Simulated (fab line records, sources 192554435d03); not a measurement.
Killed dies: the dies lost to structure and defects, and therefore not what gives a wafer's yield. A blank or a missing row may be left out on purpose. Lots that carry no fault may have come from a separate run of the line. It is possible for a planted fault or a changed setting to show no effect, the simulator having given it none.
8D (eight disciplines) problem report, filled in by code    flow n5_finfet    the parts of the form that need people (team, actions taken, sign-off) are left out

1. WHAT IS WRONG
A mean of 29.7 nm is read at N5_BEOL_M5_CD_MEAS_18 for cd_nm, taken on 1 wafer of 1 lot, against 28.0 nm (standard deviation 0.41) on wafers free of any fault. Relative to the usual mean, that is a shift of +4.1 standard deviations.
The step: pitch 56 nm, target cd 28 nm.
The first sign was on wafer L396.4 at day 13 03:25, on cd_sem-02. The record holds 30 wafers of 10 lots with a number at this step. Rule for "out", or "out of limits": more than 4 standard deviations from the usual mean. All remaining wafers that have a number are taken as sound.

2. WHAT THIS IS AND IS NOT
question                     is                 is not
which readings at this step  cd_nm              -
which lots                   L396               L380, L382, L384, L385, L386, L387, L388, L401, L403
which wafers of those lots   L396.4             L396.1, L396.3
read on which gauges         cd_sem-02          cd_sem-01, cd_sem-03
when                         from day 13 03:25  up to then (23 sound wafers); but 6 sound wafers of L401, L403 came after

3. SUSPECTS, AND WHAT RULES EACH OUT
Counting: a tool at a process step up to the reading stays a suspect if it ran every lot that is out. Sound lots after the first of them don't rule it out here, since some wafers of a struck lot are sound.
- the gauge at N5_BEOL_M5_CD_MEAS_18: kept. All the wafers that are out were read on cd_sem-02, and no step on other tools shows them out.
- rie_diel-02 at N5_BEOL_M5_ETCH_61 (etches SiARC in CF4, target depth 15.6 nm, time 26 s): kept. The lot that is out, L396, ran on it at day 13 02:56; the last sound lot it ran before that was L384, at day 10 00:31.
- rie_diel-02 at N5_BEOL_M5_ETCH_62 (etches SOC in N2/H2, target depth 75 nm, overetch 15 nm, time 112.5 s): kept. The lot that is out, L396, ran on it at day 13 02:58; the last sound lot it ran before that was L384, at day 10 00:33.
- rie_metal-02 at N5_BEOL_M5_HM_OPEN_17 (chemistry Cl2/BCl3, target TiN, target depth 20 nm, overetch 6 nm): kept. The lot that is out, L396, ran on it at day 13 03:08; the last sound lot it ran before that was L385, at day 10 06:55.
- Within rie_diel-02 at N5_BEOL_M5_ETCH_61: the wafers that are out ran in chamber 3; their sound lot-mates ran in chambers 0, 1.
- Within rie_diel-02 at N5_BEOL_M5_ETCH_62: the wafers that are out ran in chamber 3; their sound lot-mates ran in chambers 0, 1.
Left after counting: rie_diel-02 at N5_BEOL_M5_ETCH_61, rie_diel-02 at N5_BEOL_M5_ETCH_62, rie_metal-02 at N5_BEOL_M5_HM_OPEN_17, cd_sem-02 at N5_BEOL_M5_CD_MEAS_18.

4. THE CAUSE (what the simulator had put in)
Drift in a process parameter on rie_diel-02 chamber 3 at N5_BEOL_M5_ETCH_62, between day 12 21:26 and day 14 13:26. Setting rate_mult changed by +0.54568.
This tool is one of the 4 suspects left after counting.

5. SEQUENCE OF EFFECTS, ordered by route
Each row: a reading whose mean over the struck wafers that have a number lies more than 3 standard deviations from the usual. Readings are gone through only where the record gives a usual standard deviation; hours: the median, over the lots, of the time from a lot's start at the first step in this table giving one to that lot's start at this step; sigmas: the change measured in usual standard deviations.
hours  step                   reading  usual    on struck wafers  change  sigmas
0      N5_BEOL_M5_CD_MEAS_18  cd_nm    28.0 nm  29.7              +1.7    +4.1
Later steps that measure or inspect, where all struck wafers having a row at the step show a number for every such reading and not one has moved that far: N5_BEOL_M5_CD_MEAS_28.

6. HOW IT WOULD HAVE BEEN CAUGHT EARLIER
6 hours passed between the start of the fault at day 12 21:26 and the first reading out of limits at a measuring or inspecting step in this record, taken at day 13 03:25.
An alarm limit of 4 standard deviations would not have fired on the tool readings at N5_BEOL_M5_ETCH_62 for which the record gives a usual standard deviation, since none of them was out on any struck wafer.
All the lots that are out (1) had begun N5_BEOL_M5_ETCH_62 on rie_diel-02 by day 13 03:25. A hold on the tool at that time would have spared none of them.
